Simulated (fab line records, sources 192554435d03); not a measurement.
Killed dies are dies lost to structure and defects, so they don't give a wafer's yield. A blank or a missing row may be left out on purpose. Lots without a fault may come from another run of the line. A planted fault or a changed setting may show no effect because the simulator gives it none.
fab line records | flow n5_finfet
record lots=24 wafers=72 last_day=18
route steps=1938 shown BEOL_M15@1786 PASS1_DEP@1831 MIM_TOP_LITHO@1847
lots that met no fault: from a run of the same line without faults
start_h: hours from the record's first day to the start of the lot's first wafer shown | wait_h: hours since the lot's step before | " the same as in the row above | L1.1+2: a row that stands for several wafers | - no value, or no start given | * or withheld: withheld | < > ~ a bound
route shown NAME@n: a module of which the file shows steps, and the number in the route of the first | usual: mean/standard deviation of fault-free wafers | same: alike in all rows | chamber/n: place in a boat | sites: the reading at each site | _std_site: their standard deviation | _edge_site: outer sites' mean less inner sites' | radius_mm: how far each site lies from the wafer's centre | mask NAME#n: copy n | behind: the tool/chamber that last shaped the wafer | hold: why the lot was held/for how many hours/how that ended | device: the transistor (n, p or np) that didn't switch | end of line: the same wafers' tests at the end of the route | a step without rows: its recipe alone | killed: dies lost to structure and defects at the first sort, not the wafer's yield | map: a wafer's dies, x killed, . not, _ none there
set.NAME: the setting as run; set.NAME@STEP: as run at that earlier step | model.NAME: the simulator's own value behind a step, which no gauge read
steps of the route over a sample of lots; a table a step, a row a wafer
services: from which hour (start_h, from the record's first day; less than 0 if before it) a tool's chamber was out of use, for how many hours, and why
## steps
# step N5_BEOL_M15_DESCUM_15
# recipe chemistry=O2 time_s=7.9 source_power_w=50 bias_power_w=20 pressure_mtorr=20 rf_frequency_hz=2.712e+07 temp_c=40 o2_flow_sccm=225
# usual drypump_motor_current_A=5.5/0.5 oes_product_au=0.75/0.073 rf_vpp_V=242.6/1.7 showerhead_plenum_p_Torr=2.06/0.092 throttle_valve_pct=20.37/0.18
# columns lot.wafer tool chamber start_h wait_h drypump_motor_current_A oes_product_au rf_hours_counter_h rf_vpp_V showerhead_plenum_p_Torr throttle_valve_pct
L074.1 rie_diel-01 1 249.68 0.1 4.7 0.69 213 244.0 2.15 20.66
L074.4 " 0 " " 5.4 0.76 - 241.4 1.93 20.25
L074.5 " 2 " " 6.3 0.71 - 242.9 2.09 20.35
L075.2 rie_diel-02 0 253.04 0.0 5.3 0.84 68 244.7 2.22 20.16
L075.3 " 1 " " 6.2 0.76 171 241.7 2.00 20.27
L075.6 " 3 " " 5.9 0.75 - 243.8 2.09 20.40
L077.2 rie_diel-06 1 266.87 0.4 5.0 0.74 172 242.0 2.00 20.50
L077.3 " 2 " " 5.0 0.73 183 241.1 1.99 20.36
L077.5 " 1 " " 4.9 0.75 - 240.9 2.00 20.49
L076.2 rie_diel-01 0 270.11 0.1 5.4 0.76 139 240.5 1.92 20.26
L076.4 " 1 " " 4.7 0.69 222 243.3 2.15 20.69
L076.6 " 1 " " 4.7 0.69 - 244.0 2.15 20.68
L078.2 rie_diel-06 1 275.07 0.0 4.9 0.74 175 240.1 2.00 20.49
L078.3 " 3 " " 5.6 0.98 1 245.0 2.24 20.05
L078.4 " 0 " " 5.5 0.71 188 244.4 2.07 20.74
L081.3 rie_diel-02 0 287.70 0.0 5.3 0.84 78 246.5 2.21 20.16
L081.4 " 1 " " 6.3 0.74 180 241.5 2.00 20.28
L081.6 " 1 " " 6.3 0.75 - 241.7 2.00 20.27
L080.2 rie_diel-02 1 291.87 0.0 6.3 0.75 181 242.4 2.00 20.29
L080.3 " 0 " " 5.3 0.83 79 243.8 2.21 20.17
L080.4 " 3 " " 5.8 0.74 174 243.3 2.09 20.44
L079.1 rie_diel-06 0 298.50 0.0 5.6 0.70 194 243.0 2.07 20.73
L079.2 " 1 " " 4.9 0.73 182 241.7 2.00 20.51
L079.5 " 1 " " 5.0 0.74 - 240.0 2.00 20.50
L082.1 rie_diel-02 2 299.87 0.0 5.0 0.72 196 241.7 1.98 20.34
L082.5 " 2 " " 5.0 0.73 - 242.1 1.98 20.33
L082.6 " 0 " " 5.2 0.83 - 245.6 2.21 20.18
L083.2 rie_diel-02 0 300.41 0.0 5.2 0.83 83 244.3 2.21 20.19
L083.4 " 1 " " 6.3 0.75 - 239.8 1.99 20.29
L083.5 " 2 " " 5.1 0.73 - 241.4 1.98 20.32
L084.1 rie_diel-02 2 306.08 0.1 5.1 0.71 198 240.7 1.98 20.34
L084.5 " 3 " " 5.9 0.75 - 243.5 2.09 20.43
L084.6 " 2 " " 5.1 0.72 - 242.6 1.98 20.33
L086.1 rie_diel-06 3 321.19 0.0 5.6 0.92 14 245.9 2.23 20.07
L086.5 " 0 " " 5.5 0.70 - 242.4 2.07 20.75
L086.6 " 1 " " 4.9 0.72 - 241.7 2.00 20.52
L085.2 rie_diel-01 1 329.05 0.0 4.7 0.67 241 246.0 2.14 20.72
L085.3 " 2 " " 6.3 0.69 207 242.0 2.08 20.38
L085.4 " 3 " " 5.7 0.93 18 243.6 2.05 20.08
L089.1 rie_diel-02 0 329.55 0.3 5.3 0.82 91 245.3 2.21 20.20
L089.2 " 2 " " 5.1 0.71 204 242.8 1.98 20.34
L089.3 " 3 " " 5.9 0.73 184 243.8 2.08 20.43
L087.2 rie_diel-02 2 331.71 0.0 5.1 0.72 206 242.7 1.98 20.36
L087.4 " 1 " " 6.3 0.74 195 241.8 1.99 20.31
L087.6 " 0 " " 5.2 0.82 - 245.9 2.21 20.19
L088.1 rie_diel-01 2 333.09 0.2 6.3 0.69 209 242.5 2.08 20.39
L088.3 " 3 " " 5.7 0.94 20 241.8 2.05 20.08
L088.5 " 1 " " 4.7 0.67 - 243.4 2.14 20.71
L090.2 rie_diel-02 3 351.51 0.0 5.9 0.73 191 241.4 2.08 20.47
L090.3 " 1 " " 6.3 0.73 202 241.0 1.99 20.30
L090.4 " 0 " " 5.3 0.80 100 244.5 2.20 20.20
L091.2 rie_diel-06 2 351.79 0.0 5.0 0.70 210 241.7 1.98 20.41
L091.3 " 0 " " 5.5 0.69 211 244.6 2.06 20.74
L091.5 " 1 " " 4.9 0.71 - 239.5 1.99 20.53
L093.1 rie_diel-02 1 352.87 0.0 6.3 0.73 203 241.7 1.99 20.31
L093.2 " 2 " " 5.0 0.70 213 241.9 1.97 20.35
L093.5 " 0 " " 5.3 0.81 - 245.6 2.20 20.20
L092.2 rie_diel-01 3 359.61 0.0 5.8 0.92 27 243.6 2.04 20.09
L092.4 " 2 " " 6.3 0.68 216 243.2 2.07 20.39
L092.6 " 0 " " 5.4 0.73 - 239.9 1.91 20.29
L094.2 rie_diel-02 1 360.18 0.2 6.3 0.74 204 240.7 1.99 20.32
L094.3 " 2 " " 5.1 0.71 214 241.8 1.97 20.34
L094.4 " 3 " " 5.9 0.73 193 243.0 2.08 20.47
L095.1 rie_diel-06 0 389.99 0.0 5.5 0.69 219 244.1 2.06 20.78
L095.3 " 2 " " 5.0 0.70 218 242.3 1.97 20.42
L095.5 " 0 " " 5.5 0.70 - 240.5 2.06 20.77
L097.2 rie_diel-06 0 394.22 0.2 5.5 0.69 220 244.7 2.06 20.77
L097.3 " 3 " " 5.6 0.90 32 245.2 2.23 20.09
L097.5 " 3 " " 5.5 0.90 - 245.3 2.23 20.08
L096.1 rie_diel-01 3 395.03 0.6 5.7 0.89 39 243.0 2.04 20.11
L096.3 " 1 " " 4.7 0.99 4 244.1 2.14 20.31
L096.5 " 2 " " 6.3 0.67 - 241.9 2.07 20.42
# step N5_BEOL_M15_INSPECT_30
# recipe mode=adi inspect_instrument=macro
# usual raw_defect_count=2.1/1.4
# columns lot.wafer tool chamber start_h wait_h raw_defect_count
L074.1 defect_inspect-02 - 251.23 0.0 2
L074.4 " - " " 1
L074.5 " - " " 1
L075.2 defect_inspect-01 - 254.52 0.0 4
L075.3 " - " " 4
L075.6 " - " " 2
L077.2 defect_inspect-01 - 268.30 0.0 4
L077.3 " - " " 3
L077.5 " - " " 0
L076.2 defect_inspect-02 - 271.68 0.0 3
L076.4 " - " " 3
L076.6 " - " " 2
L078.2 defect_inspect-01 - 276.50 0.0 5
L078.3 " - " " 1
L078.4 " - " " 4
L081.3 defect_inspect-01 - 289.45 0.0 3
L081.4 " - " " 2
L081.6 " - " " 4
L080.2 defect_inspect-02 - 293.43 0.0 1
L080.3 " - " " 1
L080.4 " - " " 5
L079.1 defect_inspect-02 - 299.92 0.0 2
L079.2 " - " " 2
L079.5 " - " " 2
L082.1 defect_inspect-02 - 301.30 0.0 0
L082.5 " - " " 0
L082.6 " - " " 4
L083.2 defect_inspect-02 - 301.96 0.0 1
L083.4 " - " " 3
L083.5 " - " " 1
L084.1 defect_inspect-01 - 307.54 0.0 1
L084.5 " - " " 3
L084.6 " - " " 1
L086.1 defect_inspect-02 - 322.86 0.0 2
L086.5 " - " " 1
L086.6 " - " " 1
L085.2 defect_inspect-01 - 330.78 0.0 1
L085.3 " - " " 2
L085.4 " - " " 4
L089.1 defect_inspect-02 - 331.27 0.0 1
L089.2 " - " " 1
L089.3 " - " " 3
L087.2 defect_inspect-01 - 333.14 0.0 1
L087.4 " - " " 1
L087.6 " - " " 2
L088.1 defect_inspect-01 - 334.87 0.0 2
L088.3 " - " " 1
L088.5 " - " " 2
L090.2 defect_inspect-01 - 352.94 0.0 2
L090.3 " - " " 3
L090.4 " - " " 3
L091.2 defect_inspect-01 - 353.34 0.0 1
L091.3 " - " " 4
L091.5 " - " " 0
L093.1 defect_inspect-01 - 354.49 0.0 4
L093.2 " - " " 2
L093.5 " - " " 1
L092.2 defect_inspect-01 - 361.16 0.0 1
L092.4 " - " " 2
L092.6 " - " " 0
L094.2 defect_inspect-01 - 361.73 0.0 1
L094.3 " - " " 0
L094.4 " - " " 3
L095.1 defect_inspect-01 - 391.54 0.0 2
L095.3 " - " " 0
L095.5 " - " " 3
L097.2 defect_inspect-02 - 395.92 0.0 1
L097.3 " - " " 1
L097.5 " - " " 3
L096.1 defect_inspect-02 - 396.58 0.0 3
L096.3 " - " " 1
L096.5 " - " " 0
# step N5_BEOL_M15_STRIP_62
# recipe chemistry=O2 power_w=600 temp_c=60 pressure_mtorr=30 rf_frequency_hz=6e+07 bias_power_w=0 overash_fraction=0.3 o2_flow_sccm=225
# usual drypump_motor_current_A=5.5/0.53 oes_product_au=0.76/0.099 rf_vpp_V=3.7/0.5 showerhead_plenum_p_Torr=2.06/0.088 throttle_valve_pct=16.63/0.22
# columns lot.wafer tool chamber start_h wait_h drypump_motor_current_A oes_product_au rf_hours_counter_h rf_vpp_V showerhead_plenum_p_Torr throttle_valve_pct
L074.1 rie_diel-06 1 - - 5.0 0.75 168 4.1 2.01 16.75
L074.4 " 0 " " 5.5 0.71 - 3.6 2.08 16.98
L074.5 " 1 " " 4.9 0.75 - 4.0 2.01 16.73
L075.2 rie_diel-02 1 - - 6.3 0.76 172 4.1 2.00 16.53
L075.3 " 2 " " 5.0 0.73 183 3.3 1.99 16.60
L075.6 " 3 " " 5.9 0.75 - 3.7 2.10 16.68
L077.2 rie_diel-01 3 - - 5.7 1.00 2 3.3 2.06 16.27
L077.3 " 0 " " 5.4 0.76 139 3.6 1.93 16.48
L077.5 " 0 " " 5.4 0.76 - 5.1 1.93 16.50
L076.2 rie_diel-01 0 - - 5.4 0.75 140 3.6 1.93 16.50
L076.4 " 1 " " 4.7 0.68 223 2.9 2.16 16.96
L076.6 " 2 " " 6.3 0.70 - 3.6 2.09 16.62
L078.2 rie_diel-06 2 - - 5.0 0.71 187 4.2 1.99 16.64
L078.3 " 3 " " 5.6 0.99 1 3.1 2.24 16.25
L078.4 " 0 " " 5.5 0.70 188 3.1 2.07 17.00
L081.3 rie_diel-01 3 - - 5.7 0.97 6 3.1 2.05 16.28
L081.4 " 1 " " 4.7 0.68 230 3.4 2.15 16.96
L081.6 " 2 " " 6.3 0.69 - 3.6 2.08 16.65
L080.2 rie_diel-01 3 - - 5.7 0.97 7 4.4 2.05 16.29
L080.3 " 0 " " 5.4 0.75 148 2.9 1.93 16.51
L080.4 " 2 " " 6.3 0.69 196 4.2 2.08 16.62
L079.1 rie_diel-06 0 - - 5.5 0.70 194 3.6 2.07 17.00
L079.2 " 2 " " 5.0 0.71 194 4.1 1.99 16.68
L079.5 " 2 " " 5.0 0.71 - 4.0 1.99 16.67
L082.1 rie_diel-01 3 - - 5.7 0.97 9 3.2 2.05 16.27
L082.5 " 0 " " 5.4 0.75 - 4.0 1.93 16.52
L082.6 " 1 " " 4.7 0.68 - 4.0 2.15 16.97
L083.2 rie_diel-01 3 - - 5.8 0.96 10 3.8 2.05 16.28
L083.4 " 1 " " 4.7 0.68 234 3.7 2.15 16.97
L083.5 " 3 " " 5.8 0.96 - 4.0 2.05 16.30
L084.1 rie_diel-06 0 - - 5.5 0.70 198 4.2 2.07 17.00
L084.5 " 1 " " 4.9 0.73 - 3.5 2.00 16.79
L084.6 " 2 " " 5.0 0.71 - 3.9 1.99 16.67
L086.1 rie_diel-01 1 - - 4.7 0.67 240 4.1 2.15 16.98
L086.5 " 1 " " 4.7 0.67 - 4.6 2.15 16.98
L086.6 " 2 " " 6.3 0.69 - 3.1 2.08 16.67
L089.1 rie_diel-01 0 - - 5.4 0.73 160 3.3 1.92 16.55
L089.2 " 3 " " 5.7 0.92 19 3.0 2.05 16.30
L089.3 " 1 " " 4.7 0.66 243 3.1 2.15 16.98
L085.2 rie_diel-06 1 - - 4.9 0.72 196 3.6 2.00 16.80
L085.3 " 0 " " 5.5 0.70 206 4.1 2.07 17.02
L085.4 " 2 " " 5.0 0.71 205 4.5 1.98 16.70
L087.2 rie_diel-01 2 - - 6.3 0.69 210 3.9 2.08 16.68
L087.4 " 0 " " 5.4 0.74 161 3.7 1.92 16.55
L087.6 " 2 " " 6.3 0.69 - 4.9 2.08 16.67
L088.1 rie_diel-06 1 - - 5.0 0.73 197 3.5 2.00 16.79
L088.3 " 0 " " 5.5 0.69 207 3.8 2.07 17.01
L088.5 " 3 " " 5.6 0.91 - 3.0 2.24 16.29
L091.2 rie_diel-02 0 - - 5.3 0.80 102 3.6 2.21 16.43
L091.3 " 2 " " 5.0 0.71 213 3.6 1.98 16.65
L091.5 " 1 " " 6.3 0.73 - 3.4 1.99 16.59
L090.2 rie_diel-06 0 - - 5.5 0.68 212 4.2 2.07 17.01
L090.3 " 2 " " 5.0 0.71 211 4.4 1.98 16.70
L090.4 " 3 " " 5.6 0.91 23 4.8 2.23 16.27
L093.1 rie_diel-02 1 - - 6.3 0.73 204 3.8 1.99 16.59
L093.2 " 3 " " 5.9 0.73 193 3.5 2.09 16.74
L093.5 " 3 " " 5.8 0.73 - 3.6 2.09 16.71
L092.2 rie_diel-01 2 - - 6.3 0.68 217 3.7 2.08 16.68
L092.4 " 0 " " 5.4 0.73 - 3.5 1.92 16.54
L092.6 " 3 " " 5.7 0.91 - 4.2 2.05 16.32
L094.2 rie_diel-01 3 - - 5.8 0.91 28 3.4 2.05 16.32
L094.3 " 2 " " 6.3 0.68 217 4.2 2.08 16.68
L094.4 " 0 " " 5.4 0.72 - 2.8 1.92 16.56
L095.1 rie_diel-02 3 - - 5.9 0.72 202 3.5 2.08 16.75
L095.3 " 1 " " 6.3 0.73 213 4.0 1.99 16.61
L095.5 " 3 " " 5.9 0.72 - 3.7 2.08 16.74
L097.2 rie_diel-01 2 - - 6.3 0.67 231 3.1 2.07 16.71
L097.3 " 1 " " 4.7 0.98 7 3.1 2.14 16.53
L097.5 " 1 " " 4.7 0.98 - 3.7 2.14 16.54
L096.1 rie_diel-01 1 - - 4.7 0.98 7 3.1 2.14 16.53
L096.3 " 0 " " 5.4 0.72 182 4.2 1.91 16.57
L096.5 " 0 " " 5.4 0.71 - 4.0 1.91 16.59
# step N5_PASSIVATION_PECVD_00
# recipe material=SiO2 target_thk_a=2000 temp_c=400 precursor=SiH4/N2O pressure_torr=2.7 rf_w=608 time_s=11.2
# usual heater_power_w=680/120 showerhead_plenum_p_Torr=8.17/0.14 throttle_valve_pct=51/4.1
# columns lot.wafer tool chamber start_h wait_h heater_power_w showerhead_plenum_p_Torr throttle_valve_pct
L074.1 pecvd-04 0 257.80 0.8 721 8.24 51
L074.4 " 0 " " 584 8.26 51
L074.5 " 1 " " 650 8.16 54
L075.2 pecvd-03 2 258.41 0.7 738 8.05 46
L075.3 " 0 " " 651 8.38 56
L075.6 " 2 " " 741 8.06 46
L077.2 pecvd-03 0 272.96 0.7 664 8.37 56
L077.3 " 2 " " 712 8.05 46
L077.5 " 0 " " 530 8.37 56
L076.2 pecvd-03 0 276.88 0.7 548 8.39 56
L076.4 " 1 " " 912 8.27 46
L076.6 " 2 " " 764 8.05 46
L078.2 pecvd-03 2 279.97 0.7 658 8.03 46
L078.3 " 0 " " 606 8.38 56
L078.4 " 2 " " 666 8.05 46
L081.3 pecvd-02 2 294.44 0.5 574 7.98 49
L081.4 " 2 " " 577 8.00 49
L081.6 " 1 " " 559 8.04 50
L080.2 pecvd-03 2 298.08 0.7 656 8.05 46
L080.3 " 0 " " 644 8.39 57
L080.4 " 0 " " 665 8.35 57
L079.1 pecvd-02 0 304.90 0.8 673 8.30 57
L079.2 " 2 " " 590 7.98 49
L079.5 " 0 " " 716 8.30 56
L082.1 pecvd-04 2 305.94 0.8 703 8.03 48
L082.5 " 1 " " 707 8.17 54
L082.6 " 2 " " 703 8.03 48
L083.2 pecvd-04 1 307.60 0.7 675 8.16 54
L083.4 " 1 " " 699 8.17 54
L083.5 " 0 " " 664 8.27 51
L084.1 pecvd-04 1 312.21 0.8 646 8.16 54
L084.5 " 1 " " 659 8.16 54
L084.6 " 0 " " 613 8.26 51
L086.1 pecvd-02 2 329.21 0.8 581 8.00 49
L086.5 " 0 " " 706 8.29 57
L086.6 " 2 " " 576 8.00 49
L089.1 pecvd-03 1 336.27 0.8 1009 8.30 45
L089.2 " 0 " " 654 8.38 57
L089.3 " 2 " " 726 8.04 46
L085.2 pecvd-02 0 337.18 0.7 675 8.30 57
L085.3 " 1 " " 572 8.05 50
L085.4 " 0 " " 684 8.31 56
L087.2 pecvd-03 1 337.46 0.7 910 8.27 46
L087.4 " 2 " " 639 8.05 46
L087.6 " 1 " " 953 8.27 46
L088.1 pecvd-04 1 340.33 0.8 641 8.14 54
L088.3 " 2 " " 706 8.01 48
L088.5 " 1 " " 659 8.17 54
L091.2 pecvd-02 0 359.10 0.7 679 8.30 57
L091.3 " 2 " " 553 7.97 49
L091.5 " 0 " " 688 8.27 57
L090.2 pecvd-03 0 359.11 0.7 560 8.37 57
L090.3 " 2 " " 638 8.05 47
L090.4 " 0 " " 586 8.37 57
L093.1 pecvd-03 1 360.03 0.8 960 8.29 45
L093.2 " 0 " " 633 8.39 57
L093.5 " 0 " " 635 8.36 57
L092.2 pecvd-02 2 364.96 0.7 556 7.99 49
L092.4 " 0 " " 651 8.29 57
L092.6 " 1 " " 489 8.05 50
L094.2 pecvd-04 0 365.52 0.7 684 8.24 51
L094.3 " 2 " " 571 8.04 49
L094.4 " 0 " " 677 8.26 51
L095.1 pecvd-02 1 396.55 0.8 605 8.05 50
L095.3 " 2 " " 586 8.01 49
L095.5 " 1 " " 601 8.04 50
L097.2 pecvd-04 2 412.23 0.7 661 8.03 49
L097.3 " 0 " " 583 8.24 51
L097.5 " 2 " " 680 8.03 48
L096.1 pecvd-03 1 412.75 0.8 843 8.29 46
L096.3 " 0 " " 650 8.37 57
L096.5 " 1 " " 865 8.27 46
# step N5_MIM_TOP_LITHO_CD_MEAS_08
# recipe target_cd_nm=2000 landing_energy_ev=500 detector=se_inlens
# usual cd_nm=2000.2/1.4
# columns lot.wafer tool chamber start_h wait_h cd_nm
L074.1 cd_sem-01 0 261.99 - 2000.5
L074.4 " 0 " " 2001.0
L074.5 " 0 " " 2001.9
L075.2 cd_sem-01 0 262.31 - 1999.1
L075.3 " 0 " " 2000.0
L075.6 " 0 " " 1999.1
L077.2 cd_sem-01 0 277.03 - 2000.1
L077.3 " 0 " " 2002.1
L077.5 " 0 " " 2000.0
L076.2 cd_sem-03 0 279.73 - 1999.3
L076.4 " 0 " " 1999.0
L076.6 " 0 " " 1999.7
L078.2 cd_sem-02 0 284.11 - 2001.1
L078.3 " 0 " " 2001.2
L078.4 " 0 " " 2001.6
L081.3 cd_sem-01 0 297.22 - 2001.0
L081.4 " 0 " " 2000.9
L081.6 " 0 " " 2000.9
L080.2 cd_sem-01 0 300.26 - 1998.8
L080.3 " 0 " " 1999.3
L080.4 " 0 " " 2001.3
L079.1 cd_sem-01 0 307.08 - 2000.2
L079.2 " 0 " " 2002.4
L079.5 " 0 " " 2001.4
L082.1 cd_sem-03 0 309.40 - 1998.6
L082.5 " 0 " " 2000.3
L082.6 " 0 " " 2000.1
L083.2 cd_sem-03 0 310.47 - 2001.2
L083.4 " 0 " " 2000.5
L083.5 " 0 " " 1998.9
L084.1 cd_sem-02 0 315.09 - 1999.4
L084.5 " 0 " " 1997.8
L084.6 " 0 " " 1998.0
L086.1 cd_sem-03 0 330.89 - 1996.1
L086.5 " 0 " " 1997.9
L086.6 " 0 " " 1997.5
L089.1 cd_sem-02 0 338.76 - 2002.5
L089.2 " 0 " " 2001.3
L089.3 " 0 " " 2002.4
L085.2 cd_sem-02 0 339.12 - 2004.0
L085.3 " 0 " " 2000.1
L085.4 " 0 " " 2000.2
L087.2 cd_sem-02 0 339.52 - 1998.7
L087.4 " 0 " " 1998.7
L087.6 " 0 " " 1998.3
L088.1 cd_sem-03 0 344.07 - 1999.1
L088.3 " 0 " " 1999.0
L088.5 " 0 " " 1999.5
L091.2 cd_sem-01 0 362.26 - 2001.5
L091.3 " 0 " " 1999.8
L091.5 " 0 " " 2002.8
L090.2 cd_sem-01 0 362.62 - 2000.7
L090.3 " 0 " " 2002.7
L090.4 " 0 " " 2000.4
L093.1 cd_sem-03 0 363.31 - 1999.9
L093.2 " 0 " " 1998.3
L093.5 " 0 " " 2000.1
L092.2 cd_sem-03 0 370.14 - 1999.9
L092.4 " 0 " " 1999.3
L092.6 " 0 " " 2000.0
L094.2 cd_sem-02 0 370.30 - 1998.6
L094.3 " 0 " " 2000.3
L094.4 " 0 " " 1999.2
L095.1 cd_sem-01 0 398.91 - 2000.5
L095.3 " 0 " " 2002.7
L095.5 " 0 " " 2000.8
L097.2 cd_sem-01 0 415.48 - 2001.6
L097.3 " 0 " " 2001.8
L097.5 " 0 " " 2000.7
L096.1 cd_sem-03 0 417.02 - 2002.3
L096.3 " 0 " " 2001.3
L096.5 " 0 " " 2002.2
# step N5_MIM_TOP_LITHO_INSPECT_12
# recipe mode=adi inspect_instrument=macro
# usual raw_defect_count=1.9/1.3
# columns lot.wafer tool chamber start_h wait_h raw_defect_count
L074.1 defect_inspect-02 - 262.04 0.0 1
L074.4 " - " " 3
L074.5 " - " " 4
L075.2 defect_inspect-01 - 262.36 0.0 1
L075.3 " - " " 0
L075.6 " - " " 2
L077.2 defect_inspect-01 - 277.09 0.0 2
L077.3 " - " " 1
L077.5 " - " " 0
L076.2 defect_inspect-01 - 279.78 0.0 0
L076.4 " - " " 1
L076.6 " - " " 1
L078.2 defect_inspect-01 - 284.16 0.0 1
L078.3 " - " " 1
L078.4 " - " " 0
L081.3 defect_inspect-02 - 297.27 0.0 2
L081.4 " - " " 2
L081.6 " - " " 4
L080.2 defect_inspect-02 - 300.31 0.0 0
L080.3 " - " " 2
L080.4 " - " " 0
L079.1 defect_inspect-01 - 307.13 0.0 1
L079.2 " - " " 1
L079.5 " - " " 1
L082.1 defect_inspect-02 - 309.45 0.0 4
L082.5 " - " " 1
L082.6 " - " " 4
L083.2 defect_inspect-02 - 310.53 0.0 2
L083.4 " - " " 1
L083.5 " - " " 2
L084.1 defect_inspect-01 - 315.15 0.0 3
L084.5 " - " " 2
L084.6 " - " " 2
L086.1 defect_inspect-01 - 330.95 0.0 0
L086.5 " - " " 5
L086.6 " - " " 2
L089.1 defect_inspect-01 - 338.81 0.0 4
L089.2 " - " " 5
L089.3 " - " " 1
L085.2 defect_inspect-02 - 339.18 0.0 0
L085.3 " - " " 1
L085.4 " - " " 2
L087.2 defect_inspect-01 - 339.58 0.0 0
L087.4 " - " " 1
L087.6 " - " " 5
L088.1 defect_inspect-01 - 344.12 0.0 3
L088.3 " - " " 1
L088.5 " - " " 2
L091.2 defect_inspect-01 - 362.41 0.1 2
L091.3 " - " " 1
L091.5 " - " " 2
L090.2 defect_inspect-01 - 362.68 0.0 1
L090.3 " - " " 2
L090.4 " - " " 0
L093.1 defect_inspect-01 - 363.36 0.0 1
L093.2 " - " " 5
L093.5 " - " " 2
L092.2 defect_inspect-02 - 370.20 0.0 1
L092.4 " - " " 1
L092.6 " - " " 1
L094.2 defect_inspect-02 - 370.36 0.0 4
L094.3 " - " " 4
L094.4 " - " " 3
L095.1 defect_inspect-01 - 398.96 0.0 3
L095.3 " - " " 1
L095.5 " - " " 1
L097.2 defect_inspect-01 - 415.53 0.0 1
L097.3 " - " " 0
L097.5 " - " " 2
L096.1 defect_inspect-01 - 417.08 0.0 5
L096.3 " - " " 1
L096.5 " - " " 3
## services
# columns tool chamber start_h hours kind
pecvd-04 - 225.70 4.3 pm
rie_diel-01 2 235.65 2.4 repair
rie_diel-01 3 236.99 5.4 repair
rie_diel-01 3 242.70 - clean
rie_diel-01 3 242.70 - consumable_replace:esc
rie_diel-01 3 242.70 - consumable_replace:focus_ring
rie_diel-01 3 242.70 18.6 scheduled_down
rie_diel-01 3 242.70 18.6 vent_cycle
rie_diel-06 3 247.21 - clean
rie_diel-06 3 247.21 - consumable_replace:focus_ring
rie_diel-06 3 247.21 - consumable_replace:showerhead
rie_diel-01 0 277.94 1.8 repair
rie_diel-01 3 279.67 7.2 repair
rie_diel-02 3 292.71 8.2 repair
rie_diel-02 2 316.58 4.0 repair
pecvd-03 - 329.53 5.4 repair
rie_diel-01 1 360.02 - clean
rie_diel-01 1 360.02 - consumable_replace:focus_ring
rie_diel-01 1 360.02 20.2 scheduled_down
rie_diel-01 1 360.02 20.2 vent_cycle
pecvd-04 - 371.92 0.8 repair
pecvd-03 - 381.41 0.9 repair
pecvd-02 1 406.31 5.9 repair
rie_diel-01 3 408.00 9.3 repair
## key
fault none
